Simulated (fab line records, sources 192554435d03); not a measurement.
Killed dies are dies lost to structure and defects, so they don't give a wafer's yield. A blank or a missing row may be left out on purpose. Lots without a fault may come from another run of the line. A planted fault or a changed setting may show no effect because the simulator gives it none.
Problem report in the 8D (eight disciplines) form, filled by code | flow n5_finfet | the parts of the form that need people (team, actions taken, sign-off) are left out

1. THE PROBLEM
killed_at_M4_up at N5_PASSIVATION_PROBE_49 reads a mean of 56 on 2 wafers of 1 lot; wafers without a fault read 13 with a standard deviation of 5.1. That is +8.3 standard deviations from the usual mean.
First seen on wafer L189.2, day 17 11:57, on prober-01. The record holds 12 wafers of 4 lots with a number at this step. Rule for "out", or "out of limits": more than 4 standard deviations from the usual mean. The other wafers with a number count as sound.

2. WHAT IT IS AND WHAT IT IS NOT
question                    | is                | is not
which readings at this step | killed_at_M4_up   | killed_at_M0_to_M3, killed_at_contacts, killed_at_front_end, killed_at_other, killed_open, killed_short, sort_bin_6_memory
which lots                  | L189              | L178, L179, L180
which wafers of those lots  | L189.2, L189.6    | L189.5
read on which tools         | prober-01         | prober-02
when                        | from day 17 11:57 | up to then (9 sound wafers); but 1 sound wafer of L189 came after

3. SUSPECTS, AND WHAT RULES EACH OUT
Counting: a tool at a process step up to the reading stays a suspect if it ran every lot that is out. Sound lots after the first of them don't rule it out here, since some wafers of a struck lot are sound.
- euv_scanner-01 at N5_BEOL_M4_EXPOSE_08 (exposes mask M4): kept. It ran the lot that is out, L189 (day 11 18:23); its last sound lot up to then is L180 (day 9 14:46).
- rie_diel-03 at N5_PASSIVATION_STRIP_34 (strips in O2): kept. It ran the lot that is out, L189 (day 17 05:50); its last sound lot up to then is L180 (day 14 16:48).
- rie_diel-05 at N5_PASSIVATION_PASS_ETCH_47 (etches SiNx in CF4/O2, target depth 770 nm, time 385 s): kept. It ran the lot that is out, L189 (day 17 07:28).
- rie_diel-05 at N5_PASSIVATION_STRIP_48 (strips in O2): kept. It ran the lot that is out, L189 (day 17 07:58).
- prober-01 at N5_PASSIVATION_PROBE_49: kept. It ran the lot that is out, L189 (day 17 11:57); its last sound lot up to then is L180 (day 14 21:02). Its own readings are out on those wafers: killed_at_M4_up.
- Within rie_diel-03 at N5_PASSIVATION_STRIP_34: the wafers that are out ran in chamber 0; their sound lot-mates ran in chamber 3.
- Within rie_diel-05 at N5_PASSIVATION_PASS_ETCH_47: the wafers that are out ran in chamber 3; their sound lot-mates ran in chamber 0.
- Within rie_diel-05 at N5_PASSIVATION_STRIP_48: the wafers that are out ran in chamber 3; their sound lot-mates ran in chamber 0.
Left after counting: euv_scanner-01 at N5_BEOL_M4_EXPOSE_08, rie_diel-03 at N5_PASSIVATION_STRIP_34, rie_diel-05 at N5_PASSIVATION_PASS_ETCH_47, rie_diel-05 at N5_PASSIVATION_STRIP_48, prober-01 at N5_PASSIVATION_PROBE_49.

4. THE CAUSE (what the simulator had put in)
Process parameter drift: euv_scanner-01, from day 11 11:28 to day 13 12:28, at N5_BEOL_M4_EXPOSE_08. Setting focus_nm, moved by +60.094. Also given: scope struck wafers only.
Counting left 5 suspects, and this tool is among them.

5. THE CHAIN OF EFFECTS, in route order
Each row: a reading whose mean over the struck wafers that have a number lies more than 3 standard deviations from the usual. Only readings for which the record gives a usual standard deviation are gone through. hours: the time from each lot's start at the first step in this table that gives one to its start at this step, as a median over the lots. sigmas: the change in usual standard deviations.
hours | step                    | reading              | usual  | on struck wafers | change | sigmas
0     | N5_PASSIVATION_PROBE_49 | defect_limited_yield | 90.9 % | 86.8             | -4.1   | -3.1
0     | N5_PASSIVATION_PROBE_49 | killed_at_M4_up      | 13     | 56               | +42    | +8.3
0     | N5_PASSIVATION_PROBE_49 | sort_bin_5_function  | 5.4 %  | 8.1              | +2.7   | +3.2
0     | N5_PASSIVATION_PROBE_49 | sort_yield_pct       | 90.9 % | 86.8             | -4.1   | -3.1
The process steps in it:
- N5_PASSIVATION_PROBE_49

6. WHAT WOULD HAVE CAUGHT IT SOONER
In this record the first reading out of limits was taken at day 17 11:57, 144 hours after the fault began at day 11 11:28.
Of the tool readings at N5_BEOL_M4_EXPOSE_08 for which the record gives a usual standard deviation, none was out on any struck wafer, so an alarm limit of 4 standard deviations on them would not have fired.
All the lots that are out (1) had begun N5_BEOL_M4_EXPOSE_08 on euv_scanner-01 by day 17 11:57. A hold on the tool at that time would have spared none of them.
